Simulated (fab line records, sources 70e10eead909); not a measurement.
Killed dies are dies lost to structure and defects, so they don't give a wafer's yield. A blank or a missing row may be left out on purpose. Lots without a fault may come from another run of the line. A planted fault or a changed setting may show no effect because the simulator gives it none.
fab line records | flow nand_harc
record lots=5 wafers=15 last_day=33
route steps=1302 shown A_BONDPAD@1232 HYBRID_BOND@1237 THIN_TSV@1244 END@1302
lots that met no fault: from a run of the same line without faults
start_h: hours from the record's first day to the start of the lot's first wafer shown | wait_h: hours since the lot's step before | " the same as in the row above | L1.1+2: a row that stands for several wafers | - no value, or no start given | * or withheld: withheld | < > ~ a bound
route shown NAME@n: a module of which the file shows steps, and the number in the route of the first | usual: mean/standard deviation of fault-free wafers | same: alike in all rows | chamber/n: place in a boat | sites: the reading at each site | _std_site: their standard deviation | _edge_site: outer sites' mean less inner sites' | radius_mm: how far each site lies from the wafer's centre | mask NAME#n: copy n | behind: the tool/chamber that last shaped the wafer | hold: why the lot was held/for how many hours/how that ended | device: the transistor (n, p or np) that didn't switch | end of line: the same wafers' tests at the end of the route | a step without rows: its recipe alone | killed: dies lost to structure and defects at the first sort, not the wafer's yield | map: a wafer's dies, x killed, . not, _ none there
set.NAME: the setting as run; set.NAME@STEP: as run at that earlier step | model.NAME: the simulator's own value behind a step, which no gauge read
lots at some steps of the route; a table a step, a row a wafer
services: from which hour (start_h, from the record's first day; less than 0 if before it) a tool's chamber was out of use, for how many hours, and why
## steps
# step NHARC_A_BONDPAD_THK_MEAS_20
# recipe thk_meas_gauge=xrf
# usual thk_nm=169.3/1.7
# columns lot.wafer tool chamber start_h wait_h thk_nm
L280.4 film_metro-02 - 566.95 - 170.1
L280.5 " - " " 170.5
L280.6 " - " " 167.6
L286.3 film_metro-02 - 638.03 - 168.8
L286.5 " - " " 171.3
L286.6 " - " " 168.9
L293.1 film_metro-02 - 709.94 - 165.5
L293.3 " - " " 169.2
L293.4 " - " " 172.0
L295.1 film_metro-01 - 726.21 - 170.3
L295.2 " - " " 171.2
L295.6 " - " " 168.4
L299.2 film_metro-02 - 752.77 - 168.5
L299.3 " - " " 170.4
L299.6 " - " " 171.3
# step NHARC_A_BONDPAD_SRD_21
# recipe time_s=30 temp_c=23 dry_time_s=20 spin_rpm=1500
# step NHARC_A_BONDPAD_INSPECT_23
# usual raw_defect_count=538/140
# columns lot.wafer tool chamber start_h wait_h raw_defect_count
L280.4 defect_inspect-01 - 567.17 0.0 449
L280.5 " - " " 660
L280.6 " - " " 578
L286.3 defect_inspect-01 - 638.23 0.0 588
L286.5 " - " " 451
L286.6 " - " " 573
L293.1 defect_inspect-02 - 710.17 0.0 805
L293.3 " - " " 662
L293.4 " - " " 645
L295.1 defect_inspect-01 - 726.44 0.0 448
L295.2 " - " " 519
L295.6 " - " " 528
L299.2 defect_inspect-01 - 752.99 0.1 385
L299.3 " - " " 425
L299.6 " - " " 578
# step NHARC_HYBRID_BOND_ACTIVATE_00
# recipe time_s=60 n2_flow_sccm=200 ar_flow_sccm=0 bias_power_w=0 chemistry=N2
# step NHARC_HYBRID_BOND_PRECLEAN_01
# recipe time_s=300 temp_c=23 chemistry=DIW
# step NHARC_HYBRID_BOND_SRD_02
# recipe time_s=30 temp_c=23 dry_time_s=20 spin_rpm=1500
# step NHARC_HYBRID_BOND_BOND_03
# recipe temp_c=25
# step NHARC_HYBRID_BOND_ANNEAL_04
# recipe temp_c=300 time_s=7200 ramp_up_c_per_min=5 ramp_down_c_per_min=3 idle_temp_c=100 pressure_atm=1
# step NHARC_HYBRID_BOND_OVL_MEAS_05
# usual overlay_x_nm=-2/34 overlay_y_nm=-3/33
# columns lot.wafer tool chamber start_h wait_h overlay_x_nm overlay_y_nm
L280.4 overlay-02 - 576.54 0.4 -28 -58
L280.5 " - " " 13 9
L280.6 " - " " -27 -16
L286.3 overlay-02 - 650.87 0.4 -57 -47
L286.5 " - " " -61 -18
L286.6 " - " " 41 11
L293.1 overlay-02 - 719.69 0.4 -9 10
L293.3 " - " " -8 5
L293.4 " - " " 0 -18
L295.1 overlay-02 - 735.85 0.4 -43 9
L295.2 " - " " -18 -15
L295.6 " - " " 35 -65
L299.2 overlay-02 - 761.72 0.4 -22 -28
L299.3 " - " " 33 -13
L299.6 " - " " 43 5
# step NHARC_HYBRID_BOND_INSPECT_06
# recipe inspect_instrument=ir_void
# usual raw_defect_count=87/38
# columns lot.wafer tool chamber start_h wait_h raw_defect_count
L280.4 defect_inspect-02 - 576.62 0.1 90
L280.5 " - " " 109
L280.6 " - " " 115
L286.3 defect_inspect-02 - 650.93 0.1 148
L286.5 " - " " 133
L286.6 " - " " 147
L293.1 defect_inspect-01 - 719.74 0.0 162
L293.3 " - " " 167
L293.4 " - " " 178
L295.1 defect_inspect-01 - 735.90 0.0 108
L295.2 " - " " 99
L295.6 " - " " 118
L299.2 defect_inspect-01 - 761.79 0.1 75
L299.3 " - " " 78
L299.6 " - " " 82
# step NHARC_THIN_TSV_GRIND_00
# recipe target_thk_um=6
# usual head_pressure_psi=4.000/0.0077 motor_current_A=11.999/0.022
# columns lot.wafer tool chamber start_h wait_h head_pressure_psi motor_current_A
L280.4 grinder-01 0 578.54 1.9 4.008 11.978
L280.5 " 0 " " 3.997 11.976
L280.6 " 0 " " 4.002 11.969
L286.3 grinder-01 0 651.47 0.5 3.986 11.991
L286.5 " 0 " " 3.984 12.002
L286.6 " 0 " " 3.987 12.000
L293.1 grinder-01 0 719.89 0.1 4.001 12.040
L293.3 " 0 " " 3.992 12.038
L293.4 " 0 " " 3.986 12.004
L295.1 grinder-01 0 744.00 8.1 3.981 11.999
L295.2 " 0 " " 4.008 11.976
L295.6 " 0 " " 4.002 12.025
L299.2 grinder-01 0 763.32 1.5 4.005 11.968
L299.3 " 0 " " 4.009 12.045
L299.6 " 0 " " 4.005 12.025
# step NHARC_THIN_TSV_CMP_01
# recipe target_thk_um=3
# usual motor_current_A=12.1/1 pad_life_wafers=237/120
# columns lot.wafer tool chamber start_h wait_h motor_current_A pad_life_wafers
L280.4 cmp-03 0 579.22 0.5 11.9 104
L280.5 " 2 " " 12.4 -
L280.6 " 3 " " 12.6 -
L286.3 cmp-01 1 652.34 0.7 11.0 380
L286.5 " 3 " " 12.4 -
L286.6 " 0 " " 11.7 -
L293.1 cmp-02 2 721.10 1.0 10.8 420
L293.3 " 3 " " 10.7 421
L293.4 " 0 " " 15.0 422
L295.2 cmp-03 3 745.23 0.8 12.4 324
L295.1 " 0 " " 11.1 325
L295.6 " 3 " " 12.6 -
L299.3 cmp-01 3 764.35 0.6 13.1 361
L299.2 " 1 " " 11.6 363
L299.6 " 2 " " 12.4 -
# step NHARC_THIN_TSV_SRD_03
# step NHARC_THIN_TSV_PRECLEAN_41
# recipe time_s=* temp_c=50 bath_age_min=0 chemistry=SC1
# step NHARC_THIN_TSV_SRD_42
# step NHARC_THIN_TSV_DEP_43
# recipe target_thk_a=13285 temp_c=withheld pressure_torr=6.5 rf_w=900 teos_flow_sccm=161.4 flow_sccm=2650 target_thk_nm=1328.5 gas=O2 material=SiO2
# step NHARC_THIN_TSV_DEHYDRATE_04
# recipe temp_c=150 time_s=120
# step NHARC_THIN_TSV_HMDS_05
# recipe time_s=30
# step NHARC_THIN_TSV_COAT_06
# recipe spin_rpm=*
# step NHARC_THIN_TSV_SOFTBAKE_07
# recipe temp_c=122 time_s=95
# step NHARC_THIN_TSV_EBR_08
# step NHARC_THIN_TSV_EXPOSE_09
# recipe na=0.55 dose_mj=30.7 mask_id=TSV
# step NHARC_THIN_TSV_PEB_10
# recipe peb_temp_c=118 peb_time_s=85
# step NHARC_THIN_TSV_DEVELOP_11
# recipe time_s=70
# step NHARC_THIN_TSV_CD_MEAS_12
# recipe target_cd_nm=1000 landing_energy_ev=500
# usual cd_nm=1001.7/2.2
# columns lot.wafer tool chamber start_h wait_h cd_nm
L280.4 cd_sem-01 0 580.52 - 998.5
L280.5 " 0 " " 1001.4
L280.6 " 0 " " 1000.6
L286.3 cd_sem-01 0 653.79 - 997.5
L286.5 " 0 " " 999.9
L286.6 " 0 " " 999.6
L293.1 cd_sem-01 0 722.29 - 1000.4
L293.3 " 0 " " 1002.3
L293.4 " 0 " " 999.5
L295.1 cd_sem-02 0 746.55 - 1002.4
L295.2 " 0 " " 1003.2
L295.6 " 0 " " 1005.7
L299.2 cd_sem-01 0 765.64 - 1001.0
L299.3 " 0 " " 999.5
L299.6 " 0 " " 1000.9
# step NHARC_THIN_TSV_HARDBAKE_13
# recipe temp_c=125 time_s=80
# step NHARC_THIN_TSV_DESCUM_14
# recipe time_s=3 o2_flow_sccm=200 ar_flow_sccm=0 bias_power_w=0 chemistry=O2
# usual drypump_motor_current_A=5.5/0.44 oes_product_au=1.001/0.015 rf_vpp_V=57.5/0.83 showerhead_plenum_p_Torr=1.86/0.072 throttle_valve_pct=11.311/0.0086
# same bias_power_w=0
# columns lot.wafer tool chamber start_h wait_h drypump_motor_current_A oes_product_au rf_hours_counter_h rf_vpp_V showerhead_plenum_p_Torr throttle_valve_pct
L280.4 rie_diel-09 0 580.68 - 6.2 0.977 3.9 58.2 1.87 11.322
L280.5 " 3 " " 6.1 1.013 - 59.5 1.98 11.305
L280.6 " 0 " " 6.2 0.975 - 56.7 1.87 11.314
L286.3 rie_diel-05 0 653.97 - 5.6 0.996 3.4 58.1 1.82 11.314
L286.6 " 1 " " 6.4 0.991 - 57.4 1.92 11.317
L286.5 " 2 " " 5.7 1.007 - 57.5 1.88 11.302
L293.1 rie_diel-07 3 722.45 - 5.1 0.974 4.5 58.6 1.81 11.320
L293.3 " 1 " " 5.1 1.017 3.6 57.7 1.79 11.315
L293.4 " 2 " " 5.1 0.996 4.5 56.8 1.77 11.306
L295.1 rie_diel-07 0 746.70 - 5.7 1.010 6.7 56.3 1.85 11.296
L295.2 " 2 " " 5.1 0.991 6.3 56.2 1.77 11.307
L295.6 " 0 " " 5.7 1.005 - 57.7 1.85 11.311
L299.3 rie_diel-07 1 765.80 - 5.1 1.027 7.6 58.7 1.78 11.292
L299.2 " 3 " " 5.0 0.988 7.5 56.9 1.81 11.308
L299.6 " 1 " " 5.1 1.022 - 57.3 1.78 11.306
# step NHARC_THIN_TSV_ETCH_44
# recipe target_depth_a=15942 time_s=797.1 cf4_flow_sccm=150 o2_flow_sccm=10 ar_flow_sccm=0 rf_w=300 bias_w=800 chemistry=CF4/O2
# step NHARC_THIN_TSV_ETCH_15
# recipe target_depth_a=30000 bosch_target_overetch_cycles=2 bosch_etch_step_s=2.8 bosch_dep_step_s=1.2 bosch_cycles=14
# step NHARC_THIN_TSV_CD_MEAS_16
# usual cd_nm=1001.5/2.4
# columns lot.wafer tool chamber start_h wait_h cd_nm
L280.4 cd_sem-01 - 581.48 0.1 997.6
L280.5 " - " " 1000.8
L280.6 " - " " 999.9
L286.3 cd_sem-01 - 654.75 0.1 997.6
L286.5 " - " " 998.3
L286.6 " - " " 998.6
L293.1 cd_sem-03 - 723.24 0.1 1000.9
L293.3 " - " " 1003.6
L293.4 " - " " 1000.3
L295.1 cd_sem-02 - 747.50 0.1 1001.7
L295.2 " - " " 1003.6
L295.6 " - " " 1006.3
L299.2 cd_sem-03 - 766.60 0.1 1001.2
L299.3 " - " " 1000.1
L299.6 " - " " 1001.4
# step NHARC_THIN_TSV_STRIP_45
# recipe power_w=1500 temp_c=250 chemistry=O2
# step NHARC_THIN_TSV_STRIP_46
# recipe time_s=1200 temp_c=72.5 chemistry=post_etch_residue_remover
# step NHARC_THIN_TSV_DEP_47
# recipe target_thk_a=2000 temp_c=withheld pressure_torr=6.5 rf_w=900 teos_flow_sccm=161.4 flow_sccm=2650 target_thk_nm=200 gas=O2 material=SiO2
# usual flow_sccm=2650/7.4 throttle_valve_pct=16.0/0.54
# columns lot.wafer tool chamber start_h wait_h flow_sccm throttle_valve_pct
L280.4 pecvd-03 0 582.48 - 2651 16.5
L280.6 " 1 " " 2639 16.6
L280.5 " 2 " " 2655 15.2
L286.3 pecvd-03 2 655.71 - 2648 15.7
L286.6 " 0 " " 2648 16.1
L286.5 " 2 " " 2655 16.1
L293.3 pecvd-03 1 724.16 - 2652 16.7
L293.1 " 2 " " 2657 16.1
L293.4 " 1 " " 2645 16.9
L295.2 pecvd-03 0 748.37 - 2643 16.5
L295.1 " 1 " " 2649 16.5
L295.6 " 1 " " 2651 16.4
L299.2 pecvd-02 0 767.47 - 2641 16.2
L299.3 " 2 " " 2639 15.9
L299.6 " 2 " " 2634 15.8
# step NHARC_THIN_TSV_ETCHBACK_48
# recipe target_depth_a=10285 over_etch_frac=0.3 time_s=405.17 ion_energy_ev=250 c4f8_flow_sccm=withheld ar_flow_sccm=withheld rf_w=600 bias_w=300 chemistry=C4F8/Ar
# step NHARC_THIN_TSV_STRIP_62
# recipe power_w=1500 temp_c=250 time_s=20 chemistry=N2/H2
# step NHARC_THIN_TSV_DEGAS_49
# recipe temp_c=300 time_s=120
# usual heater_power_w=446/27
# columns lot.wafer tool chamber start_h wait_h heater_power_w
L280.4 pvd_sputter-03 - 583.30 0.1 461
L280.5 " - " " 483
L280.6 " - " " 427
L286.3 pvd_sputter-01 - 656.55 0.1 406
L286.5 " - " " 421
L286.6 " - " " 488
L293.3 pvd_sputter-01 - 725.05 0.1 402
L293.4 " - " " 403
L293.1 " - " " 510
L295.2 pvd_sputter-03 - 749.29 0.1 477
L295.1 " - " " 462
L295.6 " - " " 407
L299.3 pvd_sputter-02 - 768.42 0.1 460
L299.2 " - " " 438
L299.6 " - " " 422
# step NHARC_THIN_TSV_PRE_CLEAN_50
# recipe time_s=30 temp_c=280 gas=H2/He
# step NHARC_THIN_TSV_PVD_19
# recipe target_thk_a=200 chamber_pressure_pa=5 material=TaN
# usual throttle_valve_pct=30.2/1.1
# columns lot.wafer tool chamber start_h wait_h throttle_valve_pct
L280.4 pvd_sputter-03 - - - 30.3
L280.6 " - " " 30.2
L280.5 " - " " 28.5
L286.3 pvd_sputter-01 - - - 28.0
L286.5 " - " " 30.2
L286.6 " - " " 27.5
L293.1 pvd_sputter-01 - - - 27.7
L293.4 " - " " 31.4
L293.3 " - " " 28.9
L295.2 pvd_sputter-03 - - - 29.1
L295.1 " - " " 29.7
L295.6 " - " " 29.1
L299.2 pvd_sputter-02 - - - 31.1
L299.3 " - " " 30.8
L299.6 " - " " 30.3
# step NHARC_THIN_TSV_PVD_51
# recipe target_thk_a=1000 chamber_pressure_pa=5 material=Cu
# step NHARC_END_SORT_01
# recipe temp_c=25
# usual defect_limited_yield=91/3 killed_at_array=56/20 killed_at_other=0.9/1.1 killed_at_periphery=3.7/3 killed_dies=61/21 killed_open=2.9/1.6 killed_short=2.6/1.4
# same gross_dies=677
# columns lot.wafer tool chamber start_h wait_h defect_limited_yield[%] killed_at_array killed_at_other killed_at_periphery killed_dies killed_open killed_short
L280.4 prober-01 0 598.68 3.4 92 55 0 2 57 6 2
L280.5 prober-01 0 599.49 3.7 88 81 0 1 82 1 5
L280.6 prober-01 0 600.31 4.1 90 65 0 3 68 3 4
L286.3 prober-02 0 670.47 3.1 0 88 583 6 677 4 2
L286.5 prober-02 0 672.06 3.7 87 77 2 7 86 1 2
L286.6 prober-02 0 672.86 4.0 0 95 576 6 677 5 2
L293.1 prober-01 0 737.27 2.5 86 91 0 2 93 2 2
L293.3 prober-01 0 738.86 3.1 82 119 0 4 123 2 1
L293.4 prober-01 0 739.66 3.4 84 105 0 1 106 1 2
L295.1 prober-01 0 761.78 2.6 88 77 0 2 79 2 5
L295.2 prober-01 0 762.58 2.8 92 55 0 2 57 3 4
L295.6 prober-01 0 765.77 4.0 89 71 0 3 74 0 1
L299.2 prober-01 0 780.18 2.8 90 60 1 5 66 4 4
L299.3 prober-01 0 780.97 3.1 92 51 0 2 53 2 3
L299.6 prober-01 0 783.36 4.0 93 46 1 1 48 3 0
# killed by level:class
L280.4 A_SLIT:chamber_film_flake=26 A_CHANNEL_HOLE_D2:chamber_film_flake=16 A_CONTACT:chamber_film_flake=3 A_DECK1_JOINT:geometric_particle:open=2 A_WL_FILL:chamber_film_flake=2 P_STI:geometric_particle:open=1 A_CHANNEL_FILL_D1:geometric_particle:open=1 A_CHANNEL_HOLE_D2:geometric_particle:short=1
L280.5 A_CHANNEL_HOLE_D2:chamber_film_flake=40 A_SLIT:chamber_film_flake=27 A_CONTACT:chamber_film_flake=3 A_ONON_D2:geometric_particle:short=2 A_ZERO_WELL:chamber_film_flake=2 A_WL_FILL:chamber_film_flake=2 P_CONTACT:geometric_particle:open=1 A_CHANNEL_HOLE_D1:geometric_particle:short=1
L280.6 A_SLIT:chamber_film_flake=28 A_CHANNEL_HOLE_D2:chamber_film_flake=26 A_CONTACT:chamber_film_flake=5 P_STI:geometric_particle:short=1 P_CONTACT:geometric_particle:open=1 A_CHANNEL_FILL_D1:geometric_particle:short=1 A_CHANNEL_FILL_D1:geometric_particle:open=1 A_DECK1_JOINT:geometric_particle:short=1
L286.3 THIN_TSV:area_cmp=582 A_CHANNEL_HOLE_D1:chamber_film_flake=32 A_SLIT:chamber_film_flake=26 A_CHANNEL_HOLE_D2:chamber_film_flake=13 A_CONTACT:chamber_film_flake=5 P_GATE:chamber_film_flake=3 A_STAIRCASE:chamber_film_flake=3 A_BONDPAD:chamber_film_flake=2
L286.5 A_SLIT:chamber_film_flake=31 A_CHANNEL_HOLE_D1:chamber_film_flake=17 A_CHANNEL_HOLE_D2:chamber_film_flake=16 P_GATE:chamber_film_flake=4 A_STAIRCASE:chamber_film_flake=4 A_CONTACT:chamber_film_flake=4 A_BONDPAD:chamber_film_flake=3 THIN_TSV:chamber_film_flake=2
L286.6 THIN_TSV:area_cmp=576 A_CHANNEL_HOLE_D1:chamber_film_flake=34 A_SLIT:chamber_film_flake=33 A_CHANNEL_HOLE_D2:chamber_film_flake=15 A_CONTACT:chamber_film_flake=6 P_GATE:geometric_particle:open=2 A_STAIRCASE:chamber_film_flake=2 A_BONDPAD:chamber_film_flake=2
L293.1 A_SLIT:chamber_film_flake=28 A_CHANNEL_HOLE_D2:chamber_film_flake=22 A_CHANNEL_HOLE_D1:chamber_film_flake=16 A_CONTACT:chamber_film_flake=9 A_SGD_CUT:chamber_film_flake=7 A_STAIRCASE:chamber_film_flake=6 P_M2:geometric_particle:open=1 A_STAIRCASE:geometric_particle:short=1
L293.3 A_CHANNEL_HOLE_D1:chamber_film_flake=31 A_CHANNEL_HOLE_D2:chamber_film_flake=31 A_SLIT:chamber_film_flake=30 A_STAIRCASE:chamber_film_flake=13 A_SGD_CUT:chamber_film_flake=7 A_CONTACT:chamber_film_flake=5 P_M0:geometric_particle:open=1 P_M1:geometric_particle:short=1
L293.4 A_SLIT:chamber_film_flake=34 A_CHANNEL_HOLE_D2:chamber_film_flake=30 A_CHANNEL_HOLE_D1:chamber_film_flake=20 A_STAIRCASE:chamber_film_flake=6 A_CONTACT:chamber_film_flake=6 A_SGD_CUT:chamber_film_flake=3 A_CHANNEL_FILL_D1:geometric_particle:short=1 A_DECK1_JOINT:geometric_particle:short=1
L295.1 A_CHANNEL_HOLE_D2:chamber_film_flake=31 A_SLIT:chamber_film_flake=26 A_CHANNEL_HOLE_D1:chamber_film_flake=6 A_CONTACT:chamber_film_flake=4 A_STAIRCASE:chamber_film_flake=3 P_GATE:geometric_particle:short=1 A_SOURCE_PLATE:geometric_particle:short=1 A_ONON_D1:geometric_particle:short=1
L295.2 A_SLIT:chamber_film_flake=22 A_CHANNEL_HOLE_D2:chamber_film_flake=18 A_CHANNEL_HOLE_D1:chamber_film_flake=6 A_CHANNEL_FILL_D1:geometric_particle:short=2 A_STAIRCASE:chamber_film_flake=2 P_CONTACT:geometric_particle:open=1 A_ONON_D2:geometric_particle:open=1 A_ONON_D2:geometric_particle:short=1
L295.6 A_SLIT:chamber_film_flake=32 A_CHANNEL_HOLE_D2:chamber_film_flake=24 A_CHANNEL_HOLE_D1:chamber_film_flake=7 A_CONTACT:chamber_film_flake=3 P_BONDPAD:chamber_film_flake=2 A_CHANNEL_FILL_D2:chamber_film_flake=2 A_STAIRCASE:chamber_film_flake=2 A_DECK1_JOINT:geometric_particle:short=1
L299.2 A_SLIT:chamber_film_flake=35 A_CHANNEL_HOLE_D1:chamber_film_flake=12 A_CONTACT:chamber_film_flake=4 A_CHANNEL_HOLE_D2:geometric_particle:short=2 A_CHANNEL_HOLE_D2:chamber_film_flake=2 P_CONTACT:geometric_particle:open=1 P_M0:geometric_particle:open=1 P_M0:geometric_particle:short=1
L299.3 A_SLIT:chamber_film_flake=27 A_CHANNEL_HOLE_D1:chamber_film_flake=14 A_CONTACT:chamber_film_flake=4 P_CONTACT:geometric_particle:short=1 P_CONTACT:geometric_particle:open=1 A_DECK1_JOINT:geometric_particle:open=1 A_SGD_CUT:geometric_particle:short=1 A_M0:geometric_particle:short=1
L299.6 A_SLIT:chamber_film_flake=31 A_CHANNEL_HOLE_D1:chamber_film_flake=9 A_DECK1_JOINT:chamber_film_flake=2 P_M0:geometric_particle:open=1 A_DECK1_JOINT:geometric_particle:open=1 A_BLC:geometric_particle:open=1 A_CHANNEL_FILL_D1:chamber_film_flake=1 A_CONTACT:chamber_film_flake=1
# map L286.3 (x killed, . not)
____________x____________
_________xxxxxxx_________
_______xxxxxxxxxxx_______
______xxxxxxxxxxxxx______
_____xxxxxxxxxxxxxxx_____
____xxxxxxxxxxxxxxxxx____
____xxxxxxxxxxxxxxxxx____
___xxxxxxxxxxxxxxxxxxx___
___xxxxxxxxxxxxxxxxxxx___
__xxxxxxxxxxxxxxxxxxxxx__
__xxxxxxxxxxxxxxxxxxxxx__
_xxxxxxxxxxxxxxxxxxxxxxx_
_xxxxxxxxxxxxxxxxxxxxxxx_
_xxxxxxxxxxxxxxxxxxxxxxx_
_xxxxxxxxxxxxxxxxxxxxxxx_
_xxxxxxxxxxxxxxxxxxxxxxx_
xxxxxxxxxxxxxxxxxxxxxxxxx
xxxxxxxxxxxxxxxxxxxxxxxxx
xxxxxxxxxxxxxxxxxxxxxxxxx
xxxxxxxxxxxxxxxxxxxxxxxxx
xxxxxxxxxxxxxxxxxxxxxxxxx
_xxxxxxxxxxxxxxxxxxxxxxx_
_xxxxxxxxxxxxxxxxxxxxxxx_
_xxxxxxxxxxxxxxxxxxxxxxx_
_xxxxxxxxxxxxxxxxxxxxxxx_
_xxxxxxxxxxxxxxxxxxxxxxx_
__xxxxxxxxxxxxxxxxxxxxx__
__xxxxxxxxxxxxxxxxxxxxx__
___xxxxxxxxxxxxxxxxxxx___
___xxxxxxxxxxxxxxxxxxx___
____xxxxxxxxxxxxxxxxx____
____xxxxxxxxxxxxxxxxx____
_____xxxxxxxxxxxxxxx_____
______xxxxxxxxxxxxx______
_______xxxxxxxxxxx_______
_________xxxxxxx_________
____________x____________
# map L293.3 (x killed, . not)
____________.____________
_________.....x._________
_______...x......._______
______.............______
_____..............._____
____.x..............x____
____.................____
___xxxx.x...........x.___
___x.xx............x..___
__x.x.xx.....x.........__
__xxxxx....xxxx........__
_.x.xx..x..xxxx..x.xx..._
_..xxxxx.xxx............_
_...xx..x..xxxx........._
_...x....x.xxx......x..._
_.........xxxx.........._
............xx....x......
.........................
..........xx...........x.
.......x.................
.....................x...
_.......x..............._
_........xx........x...._
_................x......_
_..............xx......._
_..............x.x..x..x_
__..........xxx.x.xx...__
__...........xxxxx.....__
___..........x.xxxxx..___
___............xxxx...___
____.........xxxxxxx.____
____....xxx...xxxx.x.____
_____.....x...x....._____
______.............______
_______..........._______
_________.....x._________
____________x____________
## services
# columns tool chamber start_h hours kind
pvd_sputter-03 - 555.45 14.4 repair
rie_diel-09 3 556.58 8.5 repair
pvd_sputter-01 - 556.64 7.1 repair
cmp-01 - 571.49 1.2 repair
cmp-01 - 577.59 4.0 pm
grinder-01 - 585.92 1.1 repair
rie_diel-07 3 599.92 3.0 repair
cmp-01 - 600.01 1.0 repair
cmp-03 - 611.67 2.3 repair
pvd_sputter-01 - 630.93 10.0 pm
pvd_sputter-02 - 638.00 10.0 pm
rie_diel-07 1 640.68 5.6 repair
rie_diel-07 - 648.20 9.0 pm
cmp-03 - 652.00 4.0 pm
rie_diel-07 1 669.12 13.2 repair
cmp-03 - 672.64 4.8 repair
cmp-01 - 675.59 4.0 pm
pvd_sputter-03 - 704.00 10.0 pm
cmp-01 - 718.17 0.3 repair
pvd_sputter-01 - 727.33 1.8 repair
pecvd-03 - 728.46 13.0 pm
pvd_sputter-01 - 735.08 38.6 repair
grinder-01 - 736.00 8.0 pm
cmp-03 - 750.00 4.0 pm
## key
first_sign step=NHARC_END_SORT_01 reading=killed_at_other direction=up sigmas=99+ usual=0.9 struck=579.5
effect step=NHARC_END_SORT_01 reading=defect_limited_yield direction=down sigmas=30 usual=91 struck=0
more_kills_born_at NHARC_THIN_TSV_CMP_01@cmp-01=1158
met_at NHARC_THIN_TSV_GRIND_00
struck_wafers L286.3,L286.6
later_rows_left_out L286.3,L286.6
onset_between 578.54 651.47
fault kind=process_parameter_drift tool=grinder-01 chamber=- onset_h=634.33 steps=NHARC_THIN_TSV_GRIND_00 channel=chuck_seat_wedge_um offset=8 shape=step end_h=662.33 scope=struck_wafers_only
# later_rows_left_out: the simulator's readings of these wafers behind a module that went badly wrong aren't trusted and aren't shown, but for the sort
